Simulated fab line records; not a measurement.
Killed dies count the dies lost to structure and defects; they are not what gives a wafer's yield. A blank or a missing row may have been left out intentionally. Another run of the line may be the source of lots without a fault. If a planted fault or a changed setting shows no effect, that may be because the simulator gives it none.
Lot-split experiment    flow n5 finfet    7 lots, 21 wafers read, on a route of 1938 steps

## SPLIT DETAILS
At N5_GATE_CUT_ALD_22 (deposits SiNx, target thk 16 nm, pulse time 1 s, ald cycles 320), the setting ald cycles was moved away from the recipe's 320 on 7 of the 21 wafers read, by -6.9% to +11.3%. The other wafers ran this setting at the recipe's value.

The reading is taken at the split's own step.

## THE READING
SiNx_of_GATE_CUT_ALD_22.thk nm (the simulator's own value, which no gauge read), in nm, at N5_GATE_CUT_ALD_22 (deposits SiNx, target thk 16 nm, pulse time 1 s, ald cycles 320). The file gives no usual value for it.

wafer   tool, chamber at the split  ald cycles as run  against the recipe  SiNx_of_GATE_CUT_ALD_22.thk nm, nm  against lot-mates on the recipe
L076.2  ald sin-03, 0,3             298                -6.9%               14.8                                -1.2
L076.5  ald sin-03, 0,3             298                -6.9%               14.8                                -1.2
L076.4  ald sin-03, 2               320                recipe              16                                  -
L082.1  ald sin-02, 1,0             320                recipe              16                                  -
L082.3  ald sin-02, 1,0             320                recipe              16                                  -
L082.2  ald sin-02, 2               355                +10.9%              17.8                                +1.8
L086.2  ald sin-04, 0,1,0           320                recipe              16                                  -
L086.5  ald sin-04, 0,1,0           320                recipe              16                                  -
L086.6  ald sin-04, 0,1,0           320                recipe              16                                  -
L087.2  ald sin-02, 3,1,3           320                recipe              16                                  -
L087.3  ald sin-02, 3,1,3           320                recipe              16                                  -
L087.6  ald sin-02, 3,1,3           320                recipe              16                                  -
L088.4  ald sin-04, 2               320                recipe              16                                  -
L088.5  ald sin-04, 1,0             356                +11.3%              17.8                                +1.8
L088.6  ald sin-04, 1,0             356                +11.3%              17.8                                +1.8
L089.1  ald sin-04, 2,3             344                +7.5%               17.2                                +1.2
L089.6  ald sin-04, 2,3             344                +7.5%               17.2                                +1.2
L089.5  ald sin-04, 0               320                recipe              16                                  -
L091.3  ald sin-03, 0,0,2           320                recipe              16                                  -
L091.4  ald sin-03, 0,0,2           320                recipe              16                                  -
L091.5  ald sin-03, 0,0,2           320                recipe              16                                  -
When a row names more than one chamber, that row covers several wafers, and the file does not tell which wafer ran in which chamber.

THE FIT
A straight line over all 21 wafers: SiNx_of_GATE_CUT_ALD_22.thk nm changes by +0.164 nm for each +1% of ald cycles; r = +1.00; the points scatter about the line by 0.026 nm.
The same after taking each lot's own level away (the mean of its wafers on the recipe; 21 wafers): +0.164 nm for each +1%; r = +1.00; scatter 0.026 nm.
On that fit, the largest move of ald cycles shifts the reading by 1.8 nm.
The lots' own levels span 16.00 to 16.00 nm.
Hence the lot-to-lot level has little effect on the slope; both slopes agree.
Check: +1.84 nm against its lot-mates is what the line predicts for one of the wafers moved furthest among these (+11.3%) when that wafer is left out of the fit. It came out at +1.8 nm against them.

## FILE'S OWN FIT
SiNx_of_GATE_CUT_ALD_22.thk nm changes by +0.164 nm for each +1% of ald cycles, r = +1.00.
